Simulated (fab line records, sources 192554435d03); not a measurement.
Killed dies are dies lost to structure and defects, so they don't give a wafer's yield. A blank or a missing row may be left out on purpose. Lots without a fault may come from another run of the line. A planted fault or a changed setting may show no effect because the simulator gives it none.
fab line records | flow n5_finfet
record lots=6 wafers=18 last_day=17
route steps=1938 shown BEOL_M9@1415 PASSIVATION@1936
lots that met no fault: from a run of the same line without faults
start_h: hours from the record's first day to the start of the lot's first wafer shown | wait_h: hours since the lot's step before | " the same as in the row above | L1.1+2: a row that stands for several wafers | - no value, or no start given | * or withheld: withheld | < > ~ a bound
route shown NAME@n: a module of which the file shows steps, and the number in the route of the first | usual: mean/standard deviation of fault-free wafers | same: alike in all rows | chamber/n: place in a boat | sites: the reading at each site | _std_site: their standard deviation | _edge_site: outer sites' mean less inner sites' | radius_mm: how far each site lies from the wafer's centre | mask NAME#n: copy n | behind: the tool/chamber that last shaped the wafer | hold: why the lot was held/for how many hours/how that ended | device: the transistor (n, p or np) that didn't switch | end of line: the same wafers' tests at the end of the route | a step without rows: its recipe alone | killed: dies lost to structure and defects at the first sort, not the wafer's yield | map: a wafer's dies, x killed, . not, _ none there
set.NAME: the setting as run; set.NAME@STEP: as run at that earlier step | model.NAME: the simulator's own value behind a step, which no gauge read
lots at some steps of the route; a table a step, a row a wafer
services: from which hour (start_h, from the record's first day; less than 0 if before it) a tool's chamber was out of use, for how many hours, and why
## steps
# step N5_BEOL_M9_OVL_MEAS_12
# recipe points_per_wafer=44
# usual M9_OVL=-0.2/0.79
# columns lot.wafer tool chamber start_h wait_h M9_OVL[nm]
L839.3 overlay-02 0 221.14 0.0 0.5
L839.4 " 0 " " 1.0
L839.5 " 0 " " -0.3
L844.2 overlay-02 0 258.28 0.0 0.5
L844.4 " 0 " " 0.3
L844.6 " 0 " " 0.8
L848.1 overlay-01 0 287.27 0.0 1.2
L848.4 " 0 " " 0.2
L848.6 " 0 " " 0.4
L850.3 overlay-01 0 303.66 0.0 1.1
L850.4 " 0 " " -0.2
L850.6 " 0 " " -0.8
L856.1 overlay-01 0 339.53 0.0 -0.9
L856.2 " 0 " " 0.7
L856.6 " 0 " " -0.3
L859.1 overlay-01 0 347.26 0.0 -0.5
L859.2 " 0 " " -0.5
L859.5 " 0 " " -0.1
# step N5_BEOL_M9_INSPECT_13
# recipe mode=adi inspect_instrument=brightfield
# usual raw_defect_count=416/100
# columns lot.wafer tool chamber start_h wait_h raw_defect_count
L839.3 defect_inspect-02 - 221.16 0.0 318
L839.4 " - " " 461
L839.5 " - " " 387
L844.2 defect_inspect-02 - 258.30 0.0 311
L844.4 " - " " 292
L844.6 " - " " 282
L848.1 defect_inspect-02 - 287.29 0.0 260
L848.4 " - " " 339
L848.6 " - " " 310
L850.3 defect_inspect-02 - 303.68 0.0 451
L850.4 " - " " 618
L850.6 " - " " 538
L856.1 defect_inspect-02 - 339.56 0.0 478
L856.2 " - " " 506
L856.6 " - " " 475
L859.1 defect_inspect-02 - 347.29 0.0 561
L859.2 " - " " 442
L859.5 " - " " 471
# step N5_BEOL_M9_DESCUM_16
# recipe chemistry=O2 time_s=7.9 source_power_w=50 bias_power_w=20 pressure_mtorr=20 rf_frequency_hz=2.712e+07 temp_c=40 resist=CAR-ArF o2_flow_sccm=225
# usual drypump_motor_current_A=5.5/0.48 oes_product_au=0.81/0.095 rf_vpp_V=243.3/1.4 showerhead_plenum_p_Torr=2.10/0.079 throttle_valve_pct=20.39/0.17
# columns lot.wafer tool chamber start_h wait_h drypump_motor_current_A oes_product_au rf_hours_counter_h rf_vpp_V showerhead_plenum_p_Torr throttle_valve_pct
L839.3 rie_diel-06 0 221.61 0.4 5.9 0.90 40 241.5 2.04 20.38
L839.4 " 2 " " 6.2 0.79 131 240.9 1.93 20.40
L839.5 " 0 " " 5.9 0.91 - 240.8 2.04 20.41
L844.2 rie_diel-03 1 258.34 0.0 5.5 0.88 58 243.6 2.12 20.28
L844.4 " 1 " " 5.6 0.88 - 243.0 2.12 20.29
L844.6 " 0 " " 5.5 0.75 - 242.2 2.10 20.59
L848.1 rie_diel-02 1 287.36 0.1 5.0 0.96 9 245.2 2.15 20.17
L848.4 " 2 " " 5.7 0.70 205 243.1 2.17 20.37
L848.6 " 1 " " 5.0 0.96 - 243.0 2.15 20.17
L850.3 rie_diel-06 0 303.88 0.2 5.9 0.86 64 241.9 2.03 20.45
L850.4 " 1 " " 5.1 0.93 7 245.7 2.24 20.42
L850.6 " 0 " " 5.9 0.87 - 244.7 2.03 20.44
L856.1 rie_diel-02 2 339.59 0.0 5.6 0.69 219 245.1 2.16 20.39
L856.2 " 3 " " 5.9 0.70 193 243.1 2.08 20.24
L856.6 " 3 " " 5.9 0.70 - 242.6 2.08 20.22
L859.1 rie_diel-02 0 347.32 0.0 4.6 0.92 43 242.4 2.14 20.43
L859.2 " 2 " " 5.6 0.70 222 243.9 2.16 20.40
L859.5 " 0 " " 4.7 0.92 - 244.1 2.14 20.41
# step N5_BEOL_M9_ETCH_61
# recipe chemistry=CF4 target=SiARC target_depth_a=390 mask_material=CAR-ArF time_s=65 ion_energy_ev=80 pressure_mtorr=40 source_w=545 bias_w=36 Ar_flow_sccm=100 cf4_flow_sccm=100 ends=cleared
# usual drypump_motor_current_A=5.5/0.49 etch_rf_on_time_s=64.7/1.1 oes_product_au=0.69/0.08 rf_vpp_V=184.1/1.3 showerhead_plenum_p_Torr=2.15/0.076 throttle_valve_pct=15.55/0.17
# columns lot.wafer tool chamber start_h wait_h drypump_motor_current_A etch_rf_on_time_s oes_product_au rf_hours_counter_h rf_vpp_V showerhead_plenum_p_Torr throttle_valve_pct
L839.3 rie_diel-06 0 221.64 0.0 5.9 62.6 0.78 40 183.2 2.09 15.55
L839.4 " 2 " " 6.2 63.7 0.67 131 182.5 1.98 15.52
L839.5 " 0 " " 5.9 63.1 0.78 - 184.8 2.09 15.55
L844.2 rie_diel-03 1 258.37 0.0 5.6 63.9 0.74 58 186.9 2.18 15.53
L844.4 " 1 " " 5.6 64.0 0.76 - 183.6 2.18 15.53
L844.6 " 0 " " 5.5 66.0 0.63 - 182.4 2.14 15.68
L848.1 rie_diel-02 1 287.39 0.0 5.1 64.1 0.82 9 184.5 2.19 15.27
L848.4 " 2 " " 5.7 66.3 0.60 205 184.7 2.21 15.58
L848.6 " 1 " " 5.1 64.5 0.82 - 184.1 2.19 15.29
L850.3 rie_diel-06 0 303.92 0.0 5.9 62.3 0.75 64 183.0 2.08 15.59
L850.4 " 1 " " 5.1 64.5 0.78 7 186.9 2.28 15.47
L850.6 " 0 " " 5.9 63.1 0.75 - 183.9 2.08 15.59
L856.1 rie_diel-02 2 339.62 0.0 5.6 65.9 0.59 219 183.7 2.20 15.61
L856.2 " 3 " " 5.9 64.5 0.60 193 183.6 2.13 15.48
L856.6 " 3 " " 5.9 64.4 0.60 - 182.5 2.13 15.49
L859.1 rie_diel-02 0 347.36 0.0 4.7 65.3 0.76 43 185.0 2.18 15.51
L859.2 " 2 " " 5.6 65.8 0.59 222 184.9 2.20 15.62
L859.5 " 0 " " 4.7 65.4 0.76 - 183.7 2.18 15.49
# step N5_BEOL_M9_ETCH_62
# recipe chemistry=N2/H2 target=SOC target_depth_a=1100 overetch_a=220 mask_material=SiARC temp_c=40 time_s=165 ion_energy_ev=200 pressure_mtorr=30 source_w=840 bias_w=150 n2_flow_sccm=200 h2_flow_sccm=200
# usual drypump_motor_current_A=5.5/0.49 oes_product_au=0.68/0.075 rf_vpp_V=524.2/2.7 showerhead_plenum_p_Torr=2.55/0.093 throttle_valve_pct=17.73/0.17
# columns lot.wafer tool chamber start_h wait_h drypump_motor_current_A oes_product_au rf_hours_counter_h rf_vpp_V showerhead_plenum_p_Torr throttle_valve_pct
L839.3 rie_diel-06 0 221.69 0.0 5.9 0.76 40 523.7 2.47 17.69
L839.4 " 2 " " 6.2 0.67 131 518.0 2.35 17.82
L839.5 " 0 " " 5.9 0.75 - 521.4 2.47 17.69
L844.2 rie_diel-03 1 258.42 0.0 5.6 0.73 58 525.2 2.58 17.73
L844.4 " 1 " " 5.6 0.73 - 526.1 2.58 17.74
L844.6 " 0 " " 5.5 0.63 - 522.8 2.54 17.83
L848.1 rie_diel-02 1 287.44 0.0 5.1 0.80 9 526.4 2.60 17.48
L848.4 " 2 " " 5.6 0.60 205 526.0 2.63 17.74
L848.6 " 1 " " 5.1 0.81 - 525.4 2.60 17.47
L850.3 rie_diel-06 0 303.97 0.0 5.9 0.73 64 521.8 2.46 17.75
L850.4 " 1 " " 5.1 0.79 7 529.0 2.71 17.67
L850.6 " 0 " " 5.9 0.72 - 522.3 2.46 17.76
L856.1 rie_diel-02 2 339.67 0.0 5.6 0.59 219 527.0 2.63 17.76
L856.2 " 3 " " 5.9 0.60 193 522.8 2.54 17.67
L856.6 " 3 " " 5.9 0.59 - 523.6 2.54 17.70
L859.1 rie_diel-02 0 347.41 0.0 4.7 0.76 43 525.3 2.58 17.63
L859.2 " 2 " " 5.6 0.60 222 527.7 2.63 17.78
L859.5 " 0 " " 4.7 0.76 - 527.4 2.58 17.65
# step N5_BEOL_M9_STRIP_68
# recipe chemistry=N2/H2 temp_c=40 n2_flow_sccm=200 h2_flow_sccm=200 rf_frequency_hz=6e+07
# step N5_BEOL_M9_STRIP_67
# recipe chemistry=CF4 resist=SiARC power_w=300 bias_power_w=75 pressure_mtorr=50 cf4_flow_sccm=150 rf_frequency_hz=6e+07
# usual drypump_motor_current_A=5.5/0.49 oes_product_au=0.81/0.089 rf_vpp_V=271.3/1.6 showerhead_plenum_p_Torr=1.80/0.062 throttle_valve_pct=13.53/0.19
# columns lot.wafer tool chamber start_h wait_h drypump_motor_current_A oes_product_au rf_hours_counter_h rf_vpp_V showerhead_plenum_p_Torr throttle_valve_pct
L839.3 rie_diel-06 0 221.84 0.0 5.9 0.90 40 270.9 1.75 13.47
L839.4 " 2 " " 6.2 0.78 131 267.6 1.66 13.54
L839.5 " 0 " " 5.9 0.90 - 270.0 1.75 13.50
L844.2 rie_diel-03 1 258.57 0.0 5.6 0.88 58 270.7 1.82 13.47
L844.4 " 1 " " 5.6 0.87 - 270.6 1.82 13.46
L844.6 " 0 " " 5.5 0.75 - 272.7 1.79 13.66
L848.1 rie_diel-02 1 287.59 0.0 5.1 0.95 9 270.5 1.84 13.26
L848.4 " 2 " " 5.7 0.71 205 272.9 1.85 13.62
L848.6 " 1 " " 5.0 0.95 - 271.8 1.84 13.25
L850.3 rie_diel-06 0 304.11 0.0 5.9 0.86 65 271.0 1.75 13.54
L850.4 " 1 " " 5.1 0.92 7 273.6 1.91 13.43
L850.6 " 0 " " 5.9 0.86 - 269.4 1.75 13.54
L856.1 rie_diel-02 2 339.82 0.0 5.7 0.71 219 271.2 1.85 13.65
L856.2 " 3 " " 5.9 0.70 193 272.1 1.79 13.53
L856.6 " 3 " " 5.9 0.70 - 271.6 1.79 13.52
L859.1 rie_diel-02 0 347.55 0.0 4.6 0.88 43 272.7 1.82 13.43
L859.2 " 2 " " 5.6 0.70 222 273.6 1.85 13.65
L859.5 " 0 " " 4.7 0.89 - 273.3 1.82 13.44
# step N5_BEOL_M9_HM_OPEN_17
# recipe chemistry=Cl2/BCl3 target_depth_a=200 overetch_a=60 target=TiN mask_material=SOC ion_energy_ev=150 pressure_mtorr=10 icp_w=1000 bias_w=126 Cl2_flow_sccm=53.25 bcl3_flow_sccm=21.75 Ar_flow_sccm=25
# step N5_BEOL_M9_STRIP_19
# recipe chemistry=O2 power_w=400 temp_c=40 pressure_mtorr=30 rf_frequency_hz=6e+07 bias_power_w=0 overash_fraction=0.2 o2_flow_sccm=225
# usual drypump_motor_current_A=5.6/0.46 oes_product_au=0.80/0.095 rf_vpp_V=3.6/0.63 showerhead_plenum_p_Torr=2.12/0.069 throttle_valve_pct=16.66/0.17
# columns lot.wafer tool chamber start_h wait_h drypump_motor_current_A oes_product_au rf_hours_counter_h rf_vpp_V showerhead_plenum_p_Torr throttle_valve_pct
L839.3 rie_diel-02 0 222.15 0.1 4.7 1.00 7 4.0 2.16 16.51
L839.4 " 2 " " 5.6 0.72 186 3.8 2.18 16.59
L839.5 " 3 " " 5.9 0.73 - 3.4 2.09 16.44
L844.2 rie_diel-03 0 258.99 0.3 5.5 0.75 157 3.5 2.11 16.82
L844.4 " 0 " " 5.5 0.75 - 4.6 2.11 16.82
L844.6 " 1 " " 5.5 0.88 - 4.1 2.12 16.55
L848.1 rie_diel-06 2 287.74 0.1 6.2 0.76 151 4.7 1.93 16.67
L848.4 " 1 " " 5.1 0.96 2 2.9 2.25 16.62
L848.6 " 2 " " 6.2 0.76 - 3.2 1.93 16.68
L850.3 rie_diel-06 1 304.27 0.1 5.1 0.92 8 3.2 2.25 16.61
L850.4 " 3 " " 5.4 0.82 73 4.1 2.22 16.35
L850.6 " 1 " " 5.1 0.93 - 3.7 2.25 16.62
L856.1 rie_diel-02 3 339.97 0.1 5.9 0.69 193 3.7 2.08 16.51
L856.2 " 2 " " 5.7 0.70 219 3.8 2.16 16.67
L856.6 " 0 " " 4.7 0.92 - 2.7 2.14 16.61
L859.1 rie_diel-06 1 347.71 0.1 5.1 0.90 19 3.7 2.24 16.62
L859.2 " 0 " " 5.9 0.85 76 3.7 2.03 16.69
L859.5 " 1 " " 5.1 0.91 - 3.4 2.24 16.65
# step N5_BEOL_M9_CD_MEAS_18
# recipe pitch_nm=140 target_cd_nm=70
# usual cd_nm=70.1/0.49
# columns lot.wafer tool chamber start_h wait_h cd_nm
L839.3 cd_sem-03 - 222.22 0.1 70.2
L839.4 " - " " 70.0
L839.5 " - " " 70.6
L844.2 cd_sem-02 - 259.06 0.1 70.3
L844.4 " - " " 70.3
L844.6 " - " " 70.0
L848.1 cd_sem-03 - 287.81 0.0 70.3
L848.4 " - " " 69.4
L848.6 " - " " 69.6
L850.3 cd_sem-03 - 304.34 0.1 69.7
L850.4 " - " " 70.0
L850.6 " - " " 69.8
L856.1 cd_sem-02 - 340.04 0.0 70.2
L856.2 " - " " 70.3
L856.6 " - " " 70.8
L859.1 cd_sem-02 - 347.78 0.0 70.1
L859.2 " - " " 69.9
L859.5 " - " " 70.1
# step N5_BEOL_M9_COAT_63
# recipe resist=SOC temp_c=250 time_s=60 spin_rpm=1500 resist_thk_nm=60
# step N5_BEOL_M9_COAT_64
# recipe resist=SiARC temp_c=220 time_s=60 spin_rpm=1500 resist_thk_nm=12
# step N5_BEOL_M9_COAT_75
# recipe resist=underlayer temp_c=205 time_s=60 spin_rpm=1500 resist_thk_nm=5
# usual run_length_s=66.02/0.19
# columns lot.wafer tool chamber start_h wait_h run_length_s
L839.3 litho_track-02 0 222.81 - 66.26
L839.4 " 0 " " 66.26
L839.5 " 0 " " 66.19
L844.2 litho_track-04 0 260.97 - 65.94
L844.4 " 0 " " 65.73
L844.6 " 0 " " 65.80
L848.1 litho_track-04 0 289.05 - 80.86
L848.4 " 0 " " 81.05
L848.6 " 0 " " 65.74
L850.3 litho_track-04 0 307.06 - 80.87
L850.4 " 0 " " 81.00
L850.6 " 0 " " 65.71
L856.1 litho_track-03 0 341.21 - 66.15
L856.2 " 0 " " 66.20
L856.6 " 0 " " 66.07
L859.1 litho_track-03 0 349.13 - 66.08
L859.2 " 0 " " 66.06
L859.5 " 0 " " 66.14
# step N5_BEOL_M9_COAT_22
# recipe resist=CAR-EUV spin_rpm=1500 resist_thk_nm=30
# step N5_PASSIVATION_PROBE_49
# usual defect_limited_yield=91.2/1.4 killed_at_M0_to_M3=34/9.7 killed_at_M4_up=14/5.2 killed_at_contacts=13/6.7 killed_at_front_end=39/11 killed_at_other=3.6/2.6 killed_dies=104/17 killed_open=69/12 killed_short=34/8.2 sort_bin_5_function=5.3/0.89 sort_bin_6_memory=3.2/0.69 sort_n_pass=1076/17 sort_yield_pct=91.2/1.4
# same gross_dies=1180 killed_at_back_side=0 sort_bin_4_leakage[%]=0 sort_bin_8_speed[%]=0
# columns lot.wafer tool chamber start_h wait_h defect_limited_yield[%] killed_at_M0_to_M3 killed_at_M4_up killed_at_contacts killed_at_front_end killed_at_other killed_dies killed_open killed_short sort_bin_5_function[%] sort_bin_6_memory[%] sort_n_pass sort_yield_pct[%]
L848.1 prober-01 - 353.63 0.0 91.1 41 6 10 46 2 105 65 39 6.2 2.3 1075 91.1
L848.4 prober-01 - 353.78 0.2 91.2 35 15 6 45 3 104 71 32 5.2 3.5 1076 91.2
L848.6 prober-01 - 353.88 0.3 89.7 59 12 11 38 2 122 77 43 6.3 3.5 1058 89.7
# killed by level:class
L848.1 FIN_SAQP:geometric_particle:open=16 BEOL_M3:geometric_particle:open=10 FIN_SAQP:geometric_particle:short=9 BEOL_M2:geometric_particle:short=9 MOL_CONTACT_COAG:geometric_particle:open=8 BEOL_M1:geometric_particle:open=6 STI_FIN_REVEAL:geometric_particle:open=4 GATE_CUT:geometric_particle:short=4
L848.4 FIN_SAQP:geometric_particle:open=14 BEOL_M1:geometric_particle:open=13 FIN_SAQP:geometric_particle:short=10 BEOL_M0_SAQP:geometric_particle:open=10 MOL_CONTACT_COAG:geometric_particle:open=5 BEOL_M5:geometric_particle:open=5 BEOL_M4:geometric_particle:open=4 SPACER0:geometric_particle:open=3
L848.6 BEOL_M0_SAQP:geometric_particle:open=18 FIN_SAQP:geometric_particle:short=16 BEOL_M1:geometric_particle:open=13 FIN_SAQP:geometric_particle:open=10 MOL_CONTACT_COAG:geometric_particle:open=9 BEOL_M0_SAQP:geometric_particle:short=8 BEOL_M3:geometric_particle:open=7 BEOL_M4:geometric_particle:open=6
## services
# columns tool chamber start_h hours kind
rie_diel-03 - 210.92 0.5 repair
rie_diel-03 2 224.74 5.5 repair
rie_diel-02 1 235.50 - clean
rie_diel-02 1 235.50 - consumable_replace:focus_ring
rie_diel-02 1 235.50 16.7 scheduled_down
rie_diel-02 1 235.50 16.7 vent_cycle
rie_diel-03 3 237.13 57.4 repair
rie_diel-02 - 254.90 8.1 repair
rie_diel-06 1 265.26 - clean
rie_diel-06 1 265.26 - consumable_replace:focus_ring
rie_diel-06 1 265.26 - consumable_replace:showerhead
rie_diel-06 1 265.26 13.6 scheduled_down
rie_diel-06 1 265.26 13.6 vent_cycle
litho_track-04 - 271.67 - consumable_replace:filter
rie_diel-03 2 295.05 - clean
rie_diel-03 2 295.05 - consumable_replace:focus_ring
rie_diel-03 2 295.05 24.5 scheduled_down
rie_diel-03 2 295.05 24.5 vent_cycle
rie_diel-02 1 296.22 11.3 repair
## key
first_sign step=N5_BEOL_M9_COAT_75 reading=run_length_s direction=up sigmas=78 usual=* struck=*
effect none on later readings
met_at N5_BEOL_M9_COAT_75
struck_wafers L848.1,L848.4,L850.3,L850.4
onset_between 260.97 289.05
fault kind=process_parameter_drift tool=litho_track-04 chamber=- onset_h=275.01 steps=N5_BEOL_M9_COAT_75 channel=time_s offset=* shape=step end_h=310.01 scope=struck_wafers_only acts_in=* stated=*
